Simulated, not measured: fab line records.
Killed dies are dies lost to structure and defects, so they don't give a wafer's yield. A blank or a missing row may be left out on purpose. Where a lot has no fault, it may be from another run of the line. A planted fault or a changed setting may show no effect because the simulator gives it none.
Which tool is to blame? :: flow nandHarc :: 24 lots, 72 wafers sampled, at 5 steps of a route of 1302

## WHAT THE GAUGES SHOWED, per wafer
NHARC_A_SGD_CUT_CD_MEAS_09 targets a cd of 100 nm.
lot: L074
measured: day 19 09:16
on: cdSem-02
cdNm (nm): 100.0 99.9 100.7

lot: L075
measured: day 19 09:39
on: cdSem-02
cdNm (nm): 99.5 100.3 99.8

lot: L076
measured: day 20 00:09
on: cdSem-01
cdNm (nm): 99.3 100.0 99.7

lot: L077
measured: day 20 09:26
on: cdSem-01
cdNm (nm): 100.5 100.4 99.5

lot: L078
measured: day 20 09:49
on: cdSem-02
cdNm (nm): 99.6 100.6 100.6

lot: L080
measured: day 20 21:26
on: cdSem-02
cdNm (nm): 100.1 100.9 100.3

lot: L079
measured: day 20 21:58
on: cdSem-01
cdNm (nm): 100.4 100.6 100.3

lot: L081
measured: day 21 16:56
on: cdSem-01
cdNm (nm): 100.1 99.8 100.5

lot: L082
measured: day 22 23:26
on: cdSem-02
cdNm (nm): 100.7 100.6 100.9

lot: L083
measured: day 23 01:09
on: cdSem-01
cdNm (nm): 101.0 100.6 100.9

lot: L084
measured: day 23 10:50
on: cdSem-02
cdNm (nm): 98.7 99.2 99.1

lot: L085
measured: day 23 20:17
on: cdSem-02
cdNm (nm): 101.3 101.1 101.1

lot: L086
measured: day 23 19:15
on: cdSem-01
cdNm (nm): 99.9 100.1 98.4

lot: L087
measured: day 25 01:25
on: cdSem-02
cdNm (nm): 98.2 99.3 99.4

lot: L088
measured: day 25 00:28
on: cdSem-03
cdNm (nm): 100.3 100.1 100.2

lot: L090
measured: day 26 10:51
on: cdSem-03
cdNm (nm): 99.6 98.6 98.9

lot: L089
measured: day 26 13:41
on: cdSem-02
cdNm (nm): 100.5 101.1 101.0

lot: L091
measured: day 26 19:25
on: cdSem-02
cdNm (nm): 98.9 99.7 99.7

lot: L093
measured: day 27 02:52
on: cdSem-03
cdNm (nm): 98.6 99.5 100.0

lot: L092
measured: day 27 04:22
on: cdSem-03
cdNm (nm): 100.7 99.8 100.4

lot: L094
measured: day 27 03:09
on: cdSem-02
cdNm (nm): 101.1 101.3 100.3

lot: L096
measured: day 28 09:01
on: cdSem-01
cdNm (nm): 100.4 100.5 101.1

lot: L097
measured: day 28 08:51
on: cdSem-02
cdNm (nm): 99.5 100.2 100.1

lot: L095
measured: day 28 13:11
on: cdSem-03
cdNm (nm): 100.4 101.1 100.8

## WHAT TOOL EACH LOT RAN ON (gives the tool, then ch and the chambers of the sampled wafers, and finally the start)
lot: L074
NHARC_A_STAIRCASE_ETCH_451: rieDiel-03 ch 0,2, day 17 11:09 or earlier
NHARC_A_STAIRCASE_ETCH_273: rieDiel-03 ch 0,3, day 17 11:09 or earlier
NHARC_A_STAIRCASE_ALD_420: aldHk-02 ch 0,1,3, day 17 11:09
NHARC_A_SGD_CUT_DEP_00: pecvd-03 ch 0,1,2, day 19 08:40

lot: L075
NHARC_A_STAIRCASE_ETCH_451: rieDiel-12 ch 0,1,2, day 17 21:05 or earlier
NHARC_A_STAIRCASE_ETCH_273: rieDiel-12 ch 0,2, day 17 21:05 or earlier
NHARC_A_STAIRCASE_ALD_420: aldHk-01 ch 1,2,3, day 17 21:05
NHARC_A_SGD_CUT_DEP_00: pecvd-01 ch 0,2, day 19 08:55

lot: L076
NHARC_A_STAIRCASE_ETCH_451: rieDiel-03 ch 0,3, day 18 03:08 or earlier
NHARC_A_STAIRCASE_ETCH_273: rieDiel-03 ch 1,2,3, day 18 03:08 or earlier
NHARC_A_STAIRCASE_ALD_420: aldHk-02 ch 0,2,3, day 18 03:08
NHARC_A_SGD_CUT_DEP_00: pecvd-01 ch 0,1,2, day 19 23:35

lot: L077
NHARC_A_STAIRCASE_ETCH_451: rieDiel-13 ch 0,1,2, day 18 13:59 or earlier
NHARC_A_STAIRCASE_ETCH_273: rieDiel-13 ch 0,1,2, day 18 13:59 or earlier
NHARC_A_STAIRCASE_ALD_420: aldHk-02 ch 0,2,3, day 18 13:59
NHARC_A_SGD_CUT_DEP_00: pecvd-03 ch 1,2, day 20 08:51

lot: L078
NHARC_A_STAIRCASE_ETCH_451: rieDiel-12 ch 0,2, day 17 18:55
NHARC_A_STAIRCASE_ETCH_273: rieDiel-12 ch 0,2, day 17 19:20
NHARC_A_STAIRCASE_ALD_420: aldHk-01 ch 0,2,3, day 18 14:00
NHARC_A_SGD_CUT_DEP_00: pecvd-02 ch 0,2, day 20 09:08

lot: L080
NHARC_A_STAIRCASE_ETCH_451: rieDiel-13 ch 0,2, day 19 02:19 or earlier
NHARC_A_STAIRCASE_ETCH_273: rieDiel-13 ch 0,2,3, day 19 02:19 or earlier
NHARC_A_STAIRCASE_ALD_420: aldHk-01 ch 2,3, day 19 02:19
NHARC_A_SGD_CUT_DEP_00: pecvd-03 ch 0,2, day 20 20:54

lot: L079
NHARC_A_STAIRCASE_ETCH_451: rieDiel-03 ch 0,2,3, day 19 03:06 or earlier
NHARC_A_STAIRCASE_ETCH_273: rieDiel-03 ch 0,1,3, day 19 03:06 or earlier
NHARC_A_STAIRCASE_ALD_420: aldHk-01 ch 0,1,2, day 19 03:06
NHARC_A_SGD_CUT_DEP_00: pecvd-01 ch 0,1, day 20 21:09

lot: L081
NHARC_A_STAIRCASE_ETCH_451: rieDiel-03 ch 0,3, day 19 20:36 or earlier
NHARC_A_STAIRCASE_ETCH_273: rieDiel-03 ch 0,2,3, day 19 20:36 or earlier
NHARC_A_STAIRCASE_ALD_420: aldHk-01 ch 1,2, day 19 20:36
NHARC_A_SGD_CUT_DEP_00: pecvd-03 ch 0,2, day 21 16:14

lot: L082
NHARC_A_STAIRCASE_ETCH_451: rieDiel-12 ch 1,2,3, day 21 01:23 or earlier
NHARC_A_STAIRCASE_ETCH_273: rieDiel-12 ch 1,3, day 21 01:23 or earlier
NHARC_A_STAIRCASE_ALD_420: aldHk-04 ch 0,3, day 21 01:23
NHARC_A_SGD_CUT_DEP_00: pecvd-03 ch 1,2, day 22 22:44

lot: L083
NHARC_A_STAIRCASE_ETCH_451: rieDiel-12 ch 0,3, day 21 02:04 or earlier
NHARC_A_STAIRCASE_ETCH_273: rieDiel-12 ch 1,3, day 21 02:04 or earlier
NHARC_A_STAIRCASE_ALD_420: aldHk-02 ch 0,2, day 21 02:04
NHARC_A_SGD_CUT_DEP_00: pecvd-03 ch 0,1,2, day 23 00:26

lot: L084
NHARC_A_STAIRCASE_ETCH_451: rieDiel-13 ch 1,2,3, day 21 13:59 or earlier
NHARC_A_STAIRCASE_ETCH_273: rieDiel-13 ch 0,1,2, day 21 13:59 or earlier
NHARC_A_STAIRCASE_ALD_420: aldHk-01 ch 0,1, day 21 13:59
NHARC_A_SGD_CUT_DEP_00: pecvd-03 ch 0,2, day 23 10:16

lot: L085
NHARC_A_STAIRCASE_ETCH_451: rieDiel-03 ch 1,2,3, day 21 19:37 or earlier
NHARC_A_STAIRCASE_ETCH_273: rieDiel-03 ch 0,1,3, day 21 19:37 or earlier
NHARC_A_STAIRCASE_ALD_420: aldHk-04 ch 0,2, day 21 19:37
NHARC_A_SGD_CUT_DEP_00: pecvd-01 ch 0,2, day 23 19:35

lot: L086
NHARC_A_STAIRCASE_ETCH_451: rieDiel-13 ch 1,2, day 22 01:46 or earlier
NHARC_A_STAIRCASE_ETCH_273: rieDiel-13 ch 0,1,2, day 22 01:46 or earlier
NHARC_A_STAIRCASE_ALD_420: aldHk-02 ch 0,1,2, day 22 01:46
NHARC_A_SGD_CUT_DEP_00: pecvd-03 ch 0,1,2, day 23 18:33

lot: L087
NHARC_A_STAIRCASE_ETCH_451: rieDiel-12 ch 1,2, day 23 03:42 or earlier
NHARC_A_STAIRCASE_ETCH_273: rieDiel-12 ch 1,3, day 23 03:42 or earlier
NHARC_A_STAIRCASE_ALD_420: aldHk-04 ch 1,2, day 23 03:42
NHARC_A_SGD_CUT_DEP_00: pecvd-01 ch 0,2, day 25 00:37

lot: L088
NHARC_A_STAIRCASE_ETCH_451: rieDiel-03 ch 1,2,3, day 23 04:14 or earlier
NHARC_A_STAIRCASE_ETCH_273: rieDiel-03 ch 0,1,2, day 23 04:14 or earlier
NHARC_A_STAIRCASE_ALD_420: aldHk-01 ch 1,2,3, day 23 04:14
NHARC_A_SGD_CUT_DEP_00: pecvd-03 ch 0,2, day 24 23:46

lot: L090
NHARC_A_STAIRCASE_ETCH_451: rieDiel-03 ch 0,2, day 24 08:25 or earlier
NHARC_A_STAIRCASE_ETCH_273: rieDiel-03 ch 1,2,3, day 24 08:25 or earlier
NHARC_A_STAIRCASE_ALD_420: aldHk-04 ch 1,3, day 24 08:25
NHARC_A_SGD_CUT_DEP_00: pecvd-03 ch 1,2, day 26 10:08

lot: L089
NHARC_A_STAIRCASE_ETCH_451: rieDiel-03 ch 0,1, day 24 10:23 or earlier
NHARC_A_STAIRCASE_ETCH_273: rieDiel-03 ch 2,3, day 24 10:23 or earlier
NHARC_A_STAIRCASE_ALD_420: aldHk-04 ch 1,2, day 24 10:23
NHARC_A_SGD_CUT_DEP_00: pecvd-02 ch 0,1,2, day 26 13:00

lot: L091
NHARC_A_STAIRCASE_ETCH_451: rieDiel-12 ch 0,1, day 24 18:03 or earlier
NHARC_A_STAIRCASE_ETCH_273: rieDiel-12 ch 2,3, day 24 18:03 or earlier
NHARC_A_STAIRCASE_ALD_420: aldHk-02 ch 0,1,3, day 24 18:03
NHARC_A_SGD_CUT_DEP_00: pecvd-03 ch 0,1,2, day 26 18:47

lot: L093
NHARC_A_STAIRCASE_ETCH_451: rieDiel-13 ch 0,1,2, day 25 04:43 or earlier
NHARC_A_STAIRCASE_ETCH_273: rieDiel-13 ch 0,2,3, day 25 04:43 or earlier
NHARC_A_STAIRCASE_ALD_420: aldHk-04 ch 0,1,2, day 25 04:43
NHARC_A_SGD_CUT_DEP_00: pecvd-03 ch 0,1,2, day 27 02:19

lot: L092
NHARC_A_STAIRCASE_ETCH_451: rieDiel-12 ch 2,3, day 25 08:01 or earlier
NHARC_A_STAIRCASE_ETCH_273: rieDiel-12 ch 0,2,3, day 25 08:01 or earlier
NHARC_A_STAIRCASE_ALD_420: aldHk-01 ch 0,1,3, day 25 08:01
NHARC_A_SGD_CUT_DEP_00: pecvd-01 ch 1,2, day 27 03:38

lot: L094
NHARC_A_STAIRCASE_ETCH_451: rieDiel-13 ch 0,1,2, day 25 12:00 or earlier
NHARC_A_STAIRCASE_ETCH_273: rieDiel-13 ch 0,2,3, day 25 12:00 or earlier
NHARC_A_STAIRCASE_ALD_420: aldHk-02 ch 0,1,2, day 25 12:00
NHARC_A_SGD_CUT_DEP_00: pecvd-01 ch 0,1, day 27 02:26

lot: L096
NHARC_A_STAIRCASE_ETCH_451: rieDiel-03 ch 2,3, day 26 09:23 or earlier
NHARC_A_STAIRCASE_ETCH_273: rieDiel-03 ch 1,3, day 26 09:23 or earlier
NHARC_A_STAIRCASE_ALD_420: aldHk-01 ch 0,2,3, day 26 09:23
NHARC_A_SGD_CUT_DEP_00: pecvd-01 ch 0,1,2, day 28 08:12

lot: L097
NHARC_A_STAIRCASE_ETCH_451: rieDiel-12 ch 0,1,3, day 26 11:49 or earlier
NHARC_A_STAIRCASE_ETCH_273: rieDiel-12 ch 0,1,2, day 26 11:49 or earlier
NHARC_A_STAIRCASE_ALD_420: aldHk-01 ch 0,1,2, day 26 11:49
NHARC_A_SGD_CUT_DEP_00: pecvd-02 ch 0,1, day 28 08:08

lot: L095
NHARC_A_STAIRCASE_ETCH_451: rieDiel-13 ch 2,3, day 26 19:25 or earlier
NHARC_A_STAIRCASE_ETCH_273: rieDiel-13 ch 0,3, day 26 19:25 or earlier
NHARC_A_STAIRCASE_ALD_420: aldHk-02 ch 0,1,2, day 26 19:25
NHARC_A_SGD_CUT_DEP_00: pecvd-01 ch 0,1,2, day 28 12:32
- NHARC_A_STAIRCASE_ETCH_451: etches the open film in CF4/O2, target depth 30 nm, overetch 3 nm, time 16.5 s.
- NHARC_A_STAIRCASE_ETCH_273: etches the open film in C4F8/O2/Ar, target depth 10200 nm, time 2468.6 s.
- NHARC_A_STAIRCASE_ALD_420: deposits SiO2, target thk 20 nm, pulse time 6 s, ald cycles 200.
- NHARC_A_SGD_CUT_DEP_00: deposits SiNx, target thk 50 nm.

## AS READ BY THE TOOLS THEMSELVES (means over the sampled wafers that have a number; for cases with no such wafer, the mark the record gives instead)
NHARC_A_STAIRCASE_ETCH_451.
lot: L074
tool: rieDiel-03
drypumpMotorCurrentA (A): 6.1
oesProductAu (a.u.): 1.020
rfVppV (V): 196.9
showerheadPlenumPTorr (Torr): 1.29
throttleValvePct (%): 13.404

lot: L075
tool: rieDiel-12
drypumpMotorCurrentA (A): 5.7
oesProductAu (a.u.): 1.004
rfVppV (V): 197.0
showerheadPlenumPTorr (Torr): 1.31
throttleValvePct (%): 13.395

lot: L076
tool: rieDiel-03
drypumpMotorCurrentA (A): 6.0
oesProductAu (a.u.): 1.019
rfVppV (V): 197.1
showerheadPlenumPTorr (Torr): 1.34
throttleValvePct (%): 13.396

lot: L077
tool: rieDiel-13
drypumpMotorCurrentA (A): 6.4
oesProductAu (a.u.): 0.996
rfVppV (V): 199.0
showerheadPlenumPTorr (Torr): 1.38
throttleValvePct (%): 13.399

lot: L078
tool: rieDiel-12
drypumpMotorCurrentA (A): 5.6
oesProductAu (a.u.): 1.002
rfVppV (V): 197.3
showerheadPlenumPTorr (Torr): 1.32
throttleValvePct (%): 13.397

lot: L080
tool: rieDiel-13
drypumpMotorCurrentA (A): 6.4
oesProductAu (a.u.): 1.000
rfVppV (V): 198.7
showerheadPlenumPTorr (Torr): 1.36
throttleValvePct (%): 13.393

lot: L079
tool: rieDiel-03
drypumpMotorCurrentA (A): 6.0
oesProductAu (a.u.): 1.002
rfVppV (V): 197.3
showerheadPlenumPTorr (Torr): 1.33
throttleValvePct (%): 13.388

lot: L081
tool: rieDiel-03
drypumpMotorCurrentA (A): 6.0
oesProductAu (a.u.): 1.018
rfVppV (V): 198.7
showerheadPlenumPTorr (Torr): 1.37
throttleValvePct (%): 13.392

lot: L082
tool: rieDiel-12
drypumpMotorCurrentA (A): 5.6
oesProductAu (a.u.): 0.997
rfVppV (V): 197.8
showerheadPlenumPTorr (Torr): 1.30
throttleValvePct (%): 13.406

lot: L083
tool: rieDiel-12
drypumpMotorCurrentA (A): 5.8
oesProductAu (a.u.): 0.994
rfVppV (V): 198.5
showerheadPlenumPTorr (Torr): 1.36
throttleValvePct (%): 13.399

lot: L084
tool: rieDiel-13
drypumpMotorCurrentA (A): 6.1
oesProductAu (a.u.): 1.002
rfVppV (V): 198.6
showerheadPlenumPTorr (Torr): 1.33
throttleValvePct (%): 13.406

lot: L085
tool: rieDiel-03
drypumpMotorCurrentA (A): 6.0
oesProductAu (a.u.): 0.992
rfVppV (V): 198.4
showerheadPlenumPTorr (Torr): 1.37
throttleValvePct (%): 13.410

lot: L086
tool: rieDiel-13
drypumpMotorCurrentA (A): 6.5
oesProductAu (a.u.): 1.001
rfVppV (V): 198.0
showerheadPlenumPTorr (Torr): 1.36
throttleValvePct (%): 13.403

lot: L087
tool: rieDiel-12
drypumpMotorCurrentA (A): 5.6
oesProductAu (a.u.): 0.993
rfVppV (V): 196.8
showerheadPlenumPTorr (Torr): 1.28
throttleValvePct (%): 13.395

lot: L088
tool: rieDiel-03
drypumpMotorCurrentA (A): 6.0
oesProductAu (a.u.): 1.002
rfVppV (V): 198.5
showerheadPlenumPTorr (Torr): 1.37
throttleValvePct (%): 13.394

lot: L090
tool: rieDiel-03
drypumpMotorCurrentA (A): 6.1
oesProductAu (a.u.): 1.009
rfVppV (V): 196.2
showerheadPlenumPTorr (Torr): 1.28
throttleValvePct (%): 13.402

lot: L089
tool: rieDiel-03
drypumpMotorCurrentA (A): 6.1
oesProductAu (a.u.): 1.023
rfVppV (V): 198.1
showerheadPlenumPTorr (Torr): 1.34
throttleValvePct (%): 13.392

lot: L091
tool: rieDiel-12
drypumpMotorCurrentA (A): 5.8
oesProductAu (a.u.): 0.996
rfVppV (V): 196.1
showerheadPlenumPTorr (Torr): 1.29
throttleValvePct (%): 13.400

lot: L093
tool: rieDiel-13
drypumpMotorCurrentA (A): 6.4
oesProductAu (a.u.): 1.018
rfVppV (V): 198.3
showerheadPlenumPTorr (Torr): 1.37
throttleValvePct (%): 13.395

lot: L092
tool: rieDiel-12
drypumpMotorCurrentA (A): 5.6
oesProductAu (a.u.): 1.002
rfVppV (V): 197.8
showerheadPlenumPTorr (Torr): 1.32
throttleValvePct (%): 13.400

lot: L094
tool: rieDiel-13
drypumpMotorCurrentA (A): 6.4
oesProductAu (a.u.): 1.008
rfVppV (V): 199.0
showerheadPlenumPTorr (Torr): 1.37
throttleValvePct (%): 13.395

lot: L096
tool: rieDiel-03
drypumpMotorCurrentA (A): 5.9
oesProductAu (a.u.): 0.999
rfVppV (V): 198.8
showerheadPlenumPTorr (Torr): 1.35
throttleValvePct (%): 13.390

lot: L097
tool: rieDiel-12
drypumpMotorCurrentA (A): 5.8
oesProductAu (a.u.): 1.001
rfVppV (V): 197.8
showerheadPlenumPTorr (Torr): 1.32
throttleValvePct (%): 13.391

lot: L095
tool: rieDiel-13
drypumpMotorCurrentA (A): 5.9
oesProductAu (a.u.): 0.996
rfVppV (V): 198.3
showerheadPlenumPTorr (Torr): 1.40
throttleValvePct (%): 13.392

NHARC_A_STAIRCASE_ETCH_273.
lot: L074
tool: rieDiel-03
oesProductAu (a.u.): 0.939
rfVppV (V): 1834

lot: L075
tool: rieDiel-12
oesProductAu (a.u.): 0.950
rfVppV (V): 1825

lot: L076
tool: rieDiel-03
oesProductAu (a.u.): 0.936
rfVppV (V): 1821

lot: L077
tool: rieDiel-13
oesProductAu (a.u.): 0.930
rfVppV (V): 1834

lot: L078
tool: rieDiel-12
oesProductAu (a.u.): 0.934
rfVppV (V): 1824

lot: L080
tool: rieDiel-13
oesProductAu (a.u.): 0.934
rfVppV (V): 1822

lot: L079
tool: rieDiel-03
oesProductAu (a.u.): 0.926
rfVppV (V): 1823

lot: L081
tool: rieDiel-03
oesProductAu (a.u.): 0.957
rfVppV (V): 1826

lot: L082
tool: rieDiel-12
oesProductAu (a.u.): 0.934
rfVppV (V): 1824

lot: L083
tool: rieDiel-12
oesProductAu (a.u.): 0.919
rfVppV (V): 1820

lot: L084
tool: rieDiel-13
oesProductAu (a.u.): 0.927
rfVppV (V): 1834

lot: L085
tool: rieDiel-03
oesProductAu (a.u.): 0.953
rfVppV (V): 1836

lot: L086
tool: rieDiel-13
oesProductAu (a.u.): 0.950
rfVppV (V): 1834

lot: L087
tool: rieDiel-12
oesProductAu (a.u.): 0.937
rfVppV (V): 1818

lot: L088
tool: rieDiel-03
oesProductAu (a.u.): 0.942
rfVppV (V): 1827

lot: L090
tool: rieDiel-03
oesProductAu (a.u.): 0.917
rfVppV (V): 1832

lot: L089
tool: rieDiel-03
oesProductAu (a.u.): 0.921
rfVppV (V): 1830

lot: L091
tool: rieDiel-12
oesProductAu (a.u.): 0.941
rfVppV (V): 1825

lot: L093
tool: rieDiel-13
oesProductAu (a.u.): 0.936
rfVppV (V): 1834

lot: L092
tool: rieDiel-12
oesProductAu (a.u.): 0.942
rfVppV (V): 1826

lot: L094
tool: rieDiel-13
oesProductAu (a.u.): 0.935
rfVppV (V): 1834

lot: L096
tool: rieDiel-03
oesProductAu (a.u.): 0.945
rfVppV (V): 1840

lot: L097
tool: rieDiel-12
oesProductAu (a.u.): 0.937
rfVppV (V): 1820

lot: L095
tool: rieDiel-13
oesProductAu (a.u.): 0.941
rfVppV (V): 1841

NHARC_A_STAIRCASE_ALD_420.
lot: L074
tool: aldHk-02
heaterPowerW (W): 456
precursorPulseHeightRel: 1.025

lot: L075
tool: aldHk-01
heaterPowerW (W): 495
precursorPulseHeightRel: 1.013

lot: L076
tool: aldHk-02
heaterPowerW (W): 474
precursorPulseHeightRel: 0.993

lot: L077
tool: aldHk-02
heaterPowerW (W): 480
precursorPulseHeightRel: 0.991

lot: L078
tool: aldHk-01
heaterPowerW (W): 507
precursorPulseHeightRel: 1.018

lot: L080
tool: aldHk-01
heaterPowerW (W): 531
precursorPulseHeightRel: 0.997

lot: L079
tool: aldHk-01
heaterPowerW (W): 476
precursorPulseHeightRel: 0.995

lot: L081
tool: aldHk-01
heaterPowerW (W): 510
precursorPulseHeightRel: 1.021

lot: L082
tool: aldHk-04
heaterPowerW (W): 490
precursorPulseHeightRel: 1.004

lot: L083
tool: aldHk-02
heaterPowerW (W): 449
precursorPulseHeightRel: 0.996

lot: L084
tool: aldHk-01
heaterPowerW (W): 441
precursorPulseHeightRel: 1.001

lot: L085
tool: aldHk-04
heaterPowerW (W): 510
precursorPulseHeightRel: 0.993

lot: L086
tool: aldHk-02
heaterPowerW (W): 428
precursorPulseHeightRel: 0.993

lot: L087
tool: aldHk-04
heaterPowerW (W): 499
precursorPulseHeightRel: 0.996

lot: L088
tool: aldHk-01
heaterPowerW (W): 502
precursorPulseHeightRel: 0.991

lot: L090
tool: aldHk-04
heaterPowerW (W): 485
precursorPulseHeightRel: 1.007

lot: L089
tool: aldHk-04
heaterPowerW (W): 498
precursorPulseHeightRel: 1.014

lot: L091
tool: aldHk-02
heaterPowerW (W): 469
precursorPulseHeightRel: 1.009

lot: L093
tool: aldHk-04
heaterPowerW (W): 514
precursorPulseHeightRel: 1.015

lot: L092
tool: aldHk-01
heaterPowerW (W): 461
precursorPulseHeightRel: 0.991

lot: L094
tool: aldHk-02
heaterPowerW (W): 445
precursorPulseHeightRel: 1.006

lot: L096
tool: aldHk-01
heaterPowerW (W): 495
precursorPulseHeightRel: 0.985

lot: L097
tool: aldHk-01
heaterPowerW (W): 488
precursorPulseHeightRel: 0.976

lot: L095
tool: aldHk-02
heaterPowerW (W): 441
precursorPulseHeightRel: 0.994

NHARC_A_SGD_CUT_DEP_00.
lot: L074
tool: pecvd-03
heaterPowerW (W): 607

lot: L075
tool: pecvd-01
heaterPowerW (W): 731

lot: L076
tool: pecvd-01
heaterPowerW (W): 703

lot: L077
tool: pecvd-03
heaterPowerW (W): 590

lot: L078
tool: pecvd-02
heaterPowerW (W): 770

lot: L080
tool: pecvd-03
heaterPowerW (W): 551

lot: L079
tool: pecvd-01
heaterPowerW (W): 645

lot: L081
tool: pecvd-03
heaterPowerW (W): 621

lot: L082
tool: pecvd-03
heaterPowerW (W): 619

lot: L083
tool: pecvd-03
heaterPowerW (W): 613

lot: L084
tool: pecvd-03
heaterPowerW (W): 658

lot: L085
tool: pecvd-01
heaterPowerW (W): 700

lot: L086
tool: pecvd-03
heaterPowerW (W): 616

lot: L087
tool: pecvd-01
heaterPowerW (W): 722

lot: L088
tool: pecvd-03
heaterPowerW (W): 643

lot: L090
tool: pecvd-03
heaterPowerW (W): 570

lot: L089
tool: pecvd-02
heaterPowerW (W): 793

lot: L091
tool: pecvd-03
heaterPowerW (W): 621

lot: L093
tool: pecvd-03
heaterPowerW (W): 627

lot: L092
tool: pecvd-01
heaterPowerW (W): 773

lot: L094
tool: pecvd-01
heaterPowerW (W): 688

lot: L096
tool: pecvd-01
heaterPowerW (W): 714

lot: L097
tool: pecvd-02
heaterPowerW (W): 881

lot: L095
tool: pecvd-01
heaterPowerW (W): 774

## THE ANSWER, worked out from the rows above alone
Rule: the usual values come from the lots themselves. The widest of any qualifying gaps counts: lots, ordered by their means at a reading, are off when they make up no more than a third of the lots, leave a main group of 4 or more, and stand apart from it by 3 or more times the standard deviation of that group's means. The tables above print the reading to a certain number of digits; a main group whose means all agree to those digits is not used. Also off: a lot with no number at a reading for which 4 or more lots have one. Where the step has rows for the other lots, those lots are counted as sound. First the gauges in route order, then the tools' own readings, where a lot's mean is used as printed above. At the first step where some lot is off, the reading lying furthest off is the one used; lots without a number count as furthest.
No lot is off on any of the readings shown, so nothing can be concluded from this.

## WHAT THE SIMULATOR HAD INSERTED
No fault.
